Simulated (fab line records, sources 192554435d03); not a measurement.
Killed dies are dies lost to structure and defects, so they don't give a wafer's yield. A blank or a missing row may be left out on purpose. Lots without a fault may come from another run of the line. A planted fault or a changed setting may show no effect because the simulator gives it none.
fab line records | flow n5_finfet | part 2 of 2: steps 5 to 6 of 6
record lots=19 wafers=57 last_day=18
route steps=1938 shown MOL_CONTACT_COAG@531
lots that met no fault: from a run of the same line without faults
start_h: hours from the record's first day to the start of the lot's first wafer shown | wait_h: hours since the lot's step before | " the same as in the row above | L1.1+2: a row that stands for several wafers | - no value, or no start given | * or withheld: withheld | < > ~ a bound
route shown NAME@n: a module of which the file shows steps, and the number in the route of the first | usual: mean/standard deviation of fault-free wafers | same: alike in all rows | chamber/n: place in a boat | sites: the reading at each site | _std_site: their standard deviation | _edge_site: outer sites' mean less inner sites' | radius_mm: how far each site lies from the wafer's centre | mask NAME#n: copy n | behind: the tool/chamber that last shaped the wafer | hold: why the lot was held/for how many hours/how that ended | device: the transistor (n, p or np) that didn't switch | end of line: the same wafers' tests at the end of the route | a step without rows: its recipe alone | killed: dies lost to structure and defects at the first sort, not the wafer's yield | map: a wafer's dies, x killed, . not, _ none there
set.NAME: the setting as run; set.NAME@STEP: as run at that earlier step | model.NAME: the simulator's own value behind a step, which no gauge read
steps of the route over a sample of lots; a table a step, a row a wafer
services: from which hour (start_h, from the record's first day; less than 0 if before it) a tool's chamber was out of use, for how many hours, and why
## steps
# step N5_MOL_CONTACT_COAG_ETCHBACK_135
# recipe chemistry=CHF3 target=SiO2 target_depth_a=250 time_s=16.7 ion_energy_ev=200 pressure_mtorr=30 source_w=610 bias_w=170 Ar_flow_sccm=200 CHF3_flow_sccm=50
# usual chamber_pressure_mTorr=30.004/0.026 drypump_motor_current_A=5.9/0.34 oes_product_au=0.79/0.085 rf_vpp_V=524/13 showerhead_plenum_p_Torr=2.39/0.072 throttle_valve_pct=18.68/0.22
# columns lot.wafer tool chamber start_h wait_h chamber_pressure_mTorr drypump_motor_current_A oes_product_au rf_hours_counter_h rf_vpp_V showerhead_plenum_p_Torr throttle_valve_pct
L075.1 rie_diel-04 1 106.97 0.0 30.035 5.9 0.91 24 511 2.32 18.69
L075.2 " 3 " " 29.976 5.3 0.66 244 526 2.33 18.81
L075.6 " 0 " " 30.020 5.9 0.67 - 533 2.32 18.75
L077.1 rie_diel-04 3 125.38 0.0 30.005 5.3 0.66 252 528 2.33 18.82
L077.4 " 1 " " 29.983 5.9 0.90 - 511 2.32 18.69
L077.6 " 3 " " 30.026 5.3 0.67 - 527 2.33 18.82
L078.2 rie_diel-02 3 125.53 0.0 30.029 6.2 0.74 168 517 2.37 18.45
L078.4 " 0 " " 30.033 5.7 0.73 - 535 2.36 18.96
L078.5 " 2 " " 30.044 5.7 0.72 - 511 2.47 18.85
L080.2 rie_diel-02 2 134.53 0.0 30.059 5.7 0.71 169 511 2.47 18.85
L080.3 " 0 " " 29.976 5.8 0.73 206 536 2.36 18.94
L080.4 " 3 " " 29.997 6.3 0.74 172 517 2.37 18.43
L081.1 rie_diel-04 2 141.55 0.0 30.007 6.5 0.73 175 531 2.39 19.01
L081.2 " 0 " " 29.994 5.9 0.95 4 533 2.32 18.35
L081.6 " 0 " " 30.006 5.9 0.95 - 532 2.32 18.35
L083.1 rie_diel-02 2 153.31 0.0 29.975 5.7 0.70 174 512 2.47 18.86
L083.2 " 1 " " 30.052 5.3 0.80 113 528 2.29 18.56
L083.4 " 3 " " 29.996 6.2 0.73 176 517 2.37 18.46
L084.3 rie_diel-04 1 158.86 0.0 30.033 5.9 0.87 48 510 2.31 18.74
L084.5 " 0 " " 29.986 5.9 0.92 - 532 2.32 18.37
L084.6 " 3 " " 30.003 5.3 0.96 - 527 2.33 18.44
L086.1 rie_diel-04 1 169.96 0.0 29.976 5.9 0.87 51 510 2.31 18.74
L086.2 " 3 " " 29.937 5.3 0.96 9 528 2.33 18.42
L086.3 " 2 " " 30.015 6.5 0.73 186 529 2.39 19.02
L085.3 rie_diel-03 1 175.35 0.0 29.980 6.1 0.92 9 525 2.45 18.61
L085.4 " 2 " " 29.998 6.0 0.73 180 549 2.46 18.56
L085.5 " 2 " " 29.977 6.0 0.74 - 549 2.46 18.54
L087.2 rie_diel-02 1 179.38 0.0 30.003 5.3 0.79 122 529 2.29 18.59
L087.5 " 0 " " 29.998 5.8 0.72 - 536 2.36 18.99
L087.6 " 3 " " 29.982 6.3 0.73 - 517 2.37 18.48
L088.2 rie_diel-03 0 183.99 0.0 30.019 6.3 0.75 169 512 2.47 18.79
L088.3 " 3 " " 30.023 6.1 0.82 77 502 2.51 18.36
L088.6 " 3 " " 30.016 6.1 0.83 - 502 2.51 18.38
L089.2 rie_diel-02 0 194.89 0.0 29.985 5.8 0.71 227 535 2.36 18.99
L089.3 " 2 " " 30.029 5.7 0.69 189 510 2.46 18.87
L089.4 " 1 " " 29.983 5.3 0.80 127 529 2.28 18.61
L090.1 rie_diel-04 0 195.11 0.0 29.983 5.9 0.92 17 532 2.32 18.37
L090.3 " 2 " " 29.977 6.5 0.71 198 532 2.38 19.02
L090.4 " 3 " " 30.024 5.3 0.92 21 526 2.32 18.45
L092.2 rie_diel-04 1 205.21 0.0 29.976 5.9 0.84 66 510 2.30 18.75
L092.5 " 3 " " 29.984 5.3 0.90 - 526 2.32 18.46
L092.6 " 0 " " 30.003 5.9 0.90 - 532 2.32 18.37
L093.1 rie_diel-03 1 215.95 0.0 29.996 6.1 0.88 24 526 2.44 18.63
L093.2 " 0 " " 29.985 6.3 0.74 179 513 2.47 18.81
L093.3 " 3 " " 30.035 6.1 0.81 89 502 2.50 18.39
L094.2 rie_diel-02 0 217.64 0.0 29.980 5.7 0.71 234 535 2.35 19.01
L094.4 " 3 " " 30.014 6.3 0.71 200 516 2.36 18.49
L094.6 " 1 " " 29.962 5.3 0.79 - 529 2.28 18.62
L095.3 rie_diel-02 2 224.71 0.0 29.994 5.7 0.68 200 512 2.46 18.87
L095.4 " 0 " " 30.015 5.8 0.70 237 535 2.35 19.01
L095.6 " 2 " " 29.972 5.7 0.68 - 509 2.46 18.90
L096.1 rie_diel-03 2 228.43 0.0 30.011 6.0 0.73 197 548 2.46 18.57
L096.2 " 0 " " 30.024 6.3 0.74 185 511 2.47 18.85
L096.6 " 3 " " 29.995 6.1 0.81 - 500 2.50 18.39
L097.1 rie_diel-04 3 238.34 0.0 30.019 5.3 0.89 35 528 2.32 18.47
L097.3 " 0 " " 30.000 5.9 0.88 31 532 2.31 18.41
L097.6 " 2 " " 29.998 6.5 0.70 - 530 2.38 19.07
# step N5_MOL_CONTACT_COAG_STRIP_96
# recipe chemistry=N2/H2 power_w=500 temp_c=40 pressure_mtorr=50 rf_frequency_hz=6e+07 overash_fraction=0.3 bias_power_w=28 h2_frac=0.5 n2_flow_sccm=300 h2_flow_sccm=300
# usual chamber_pressure_mTorr=50.00/0.063 drypump_motor_current_A=5.9/0.34 h2_flow_sccm=300.0/0.93 oes_product_au=0.79/0.09 rf_vpp_V=121.9/1.2 showerhead_plenum_p_Torr=3.37/0.095 throttle_valve_pct=18.9/0.41
# columns lot.wafer tool chamber start_h wait_h chamber_pressure_mTorr drypump_motor_current_A h2_flow_sccm oes_product_au rf_hours_counter_h rf_vpp_V showerhead_plenum_p_Torr throttle_valve_pct
L075.1 rie_diel-04 1 107.07 0.0 50.09 5.9 301.6 0.92 24 120.0 3.31 19.0
L075.2 " 3 " " 50.10 5.3 299.4 0.68 244 123.0 3.31 19.6
L075.6 " 0 " " 49.94 6.0 301.9 0.68 - 122.8 3.29 18.6
L077.1 rie_diel-04 3 125.48 0.0 49.95 5.3 300.2 0.67 252 122.4 3.30 19.6
L077.4 " 1 " " 50.01 5.9 299.0 0.89 - 122.4 3.30 19.0
L077.6 " 3 " " 49.95 5.3 301.2 0.67 - 122.2 3.30 19.6
L078.2 rie_diel-02 3 125.63 0.0 50.08 6.3 300.7 0.72 168 120.5 3.35 18.6
L078.4 " 0 " " 50.15 5.8 299.9 0.72 - 121.2 3.31 18.9
L078.5 " 2 " " 49.99 5.7 300.6 0.71 - 124.5 3.49 19.7
L080.2 rie_diel-02 2 134.63 0.0 49.97 5.7 300.5 0.72 169 121.3 3.49 19.7
L080.3 " 0 " " 50.04 5.7 300.4 0.72 206 122.2 3.31 18.9
L080.4 " 3 " " 49.97 6.3 298.6 0.71 172 121.2 3.34 18.6
L081.1 rie_diel-04 2 141.65 0.0 50.02 6.5 299.0 0.73 175 121.8 3.35 19.2
L081.2 " 0 " " 49.92 5.9 301.7 0.95 4 120.6 3.29 18.2
L081.6 " 0 " " 50.05 6.0 301.6 0.95 - 122.5 3.29 18.2
L083.1 rie_diel-02 2 153.41 0.0 50.13 5.8 299.0 0.71 174 121.1 3.48 19.7
L083.2 " 1 " " 50.02 5.3 301.1 0.80 113 119.9 3.24 18.8
L083.4 " 3 " " 50.02 6.2 298.5 0.72 176 120.5 3.34 18.6
L084.3 rie_diel-04 1 158.96 0.0 49.99 5.9 299.8 0.88 48 121.6 3.29 19.0
L084.5 " 0 " " 49.95 6.0 299.6 0.92 - 121.1 3.28 18.2
L084.6 " 3 " " 49.91 5.3 301.0 0.97 - 121.1 3.30 19.2
L086.1 rie_diel-04 1 170.06 0.0 49.92 5.9 300.0 0.87 51 122.6 3.29 19.0
L086.2 " 3 " " 49.83 5.3 299.6 0.97 9 122.2 3.30 19.2
L086.3 " 2 " " 50.07 6.5 300.0 0.72 186 121.1 3.35 19.2
L085.3 rie_diel-03 1 175.45 0.0 49.97 6.1 298.9 0.92 9 122.4 3.42 18.7
L085.4 " 2 " " 49.95 6.0 300.2 0.74 180 120.8 3.48 18.6
L085.5 " 2 " " 49.98 6.0 300.7 0.74 - 122.4 3.48 18.6
L087.2 rie_diel-02 1 179.48 0.0 50.01 5.3 300.8 0.79 122 122.0 3.24 18.8
L087.5 " 0 " " 50.06 5.8 299.9 0.71 - 122.1 3.30 19.0
L087.6 " 3 " " 50.05 6.3 298.5 0.71 - 121.0 3.34 18.6
L088.2 rie_diel-03 0 184.09 0.0 49.93 6.3 299.9 0.74 169 121.1 3.49 19.4
L088.3 " 3 " " 49.88 6.1 299.7 0.83 77 123.8 3.54 18.4
L088.6 " 3 " " 49.99 6.1 298.8 0.85 - 121.2 3.54 18.5
L089.2 rie_diel-02 0 194.99 0.0 49.96 5.8 299.4 0.70 227 120.3 3.30 19.0
L089.3 " 2 " " 49.95 5.7 300.2 0.69 189 122.7 3.48 19.7
L089.4 " 1 " " 49.94 5.3 301.2 0.79 127 119.9 3.24 18.8
L090.1 rie_diel-04 0 195.21 0.0 50.02 6.0 299.2 0.92 17 121.2 3.28 18.2
L090.3 " 2 " " 50.08 6.5 299.9 0.71 198 119.7 3.34 19.2
L090.4 " 3 " " 50.01 5.4 299.5 0.94 21 121.0 3.29 19.2
L092.2 rie_diel-04 1 205.31 0.0 50.01 5.9 299.2 0.84 66 121.8 3.28 19.0
L092.5 " 3 " " 49.92 5.3 298.8 0.93 - 120.5 3.29 19.2
L092.6 " 0 " " 49.91 6.0 300.3 0.90 - 120.4 3.28 18.2
L093.1 rie_diel-03 1 216.05 0.0 50.10 6.1 301.6 0.88 24 122.2 3.41 18.8
L093.2 " 0 " " 49.98 6.3 300.8 0.74 179 120.3 3.48 19.4
L093.3 " 3 " " 50.11 6.1 300.4 0.81 89 124.4 3.53 18.5
L094.2 rie_diel-02 0 217.74 0.0 49.97 5.8 299.5 0.69 234 120.1 3.30 19.0
L094.4 " 3 " " 49.92 6.3 301.1 0.70 200 122.2 3.33 18.7
L094.6 " 1 " " 49.89 5.3 301.0 0.78 - 120.8 3.23 18.8
L095.3 rie_diel-02 2 224.81 0.0 50.02 5.7 300.1 0.68 200 122.6 3.47 19.7
L095.4 " 0 " " 49.94 5.8 298.8 0.70 237 123.6 3.29 19.0
L095.6 " 2 " " 50.09 5.7 300.0 0.68 - 122.2 3.47 19.7
L096.1 rie_diel-03 2 228.53 0.0 50.03 6.0 300.4 0.72 197 123.7 3.47 18.6
L096.2 " 0 " " 50.10 6.3 300.2 0.74 185 122.0 3.48 19.4
L096.6 " 3 " " 50.02 6.1 299.6 0.82 - 122.3 3.53 18.5
L097.1 rie_diel-04 3 238.44 0.0 50.09 5.3 301.1 0.91 35 122.3 3.28 19.3
L097.3 " 0 " " 50.03 6.0 299.5 0.89 31 120.7 3.27 18.2
L097.6 " 2 " " 49.90 6.5 299.2 0.70 - 120.7 3.33 19.2
## services
# columns tool chamber start_h hours kind
rie_diel-04 2 72.01 19.0 repair
rie_diel-04 - 74.70 15.6 pm
ald_sin-01 - 85.43 14.0 pm
rie_diel-02 - 102.21 0.1 repair
rie_diel-04 0 109.16 - clean
rie_diel-04 0 109.16 - consumable_replace:focus_ring
rie_diel-04 0 109.16 22.2 scheduled_down
rie_diel-04 0 109.16 22.2 vent_cycle
rie_diel-03 1 113.02 - clean
rie_diel-03 1 113.02 - consumable_replace:focus_ring
rie_diel-03 1 113.02 25.9 scheduled_down
rie_diel-03 1 113.02 25.9 vent_cycle
rie_diel-02 1 119.55 8.1 repair
ald_sin-04 - 127.12 2.8 pm
rie_diel-04 3 131.85 - clean
rie_diel-04 3 131.85 - consumable_replace:focus_ring
rie_diel-04 3 131.85 12.5 scheduled_down
rie_diel-04 3 131.85 12.5 vent_cycle
rie_diel-03 1 149.28 6.6 repair
ald_sin-01 2 175.05 4.1 repair
rie_diel-03 0 194.66 6.5 repair
rie_diel-04 2 203.66 6.9 repair
rie_diel-03 2 220.87 7.1 repair
rie_diel-04 - 222.30 2.8 pm
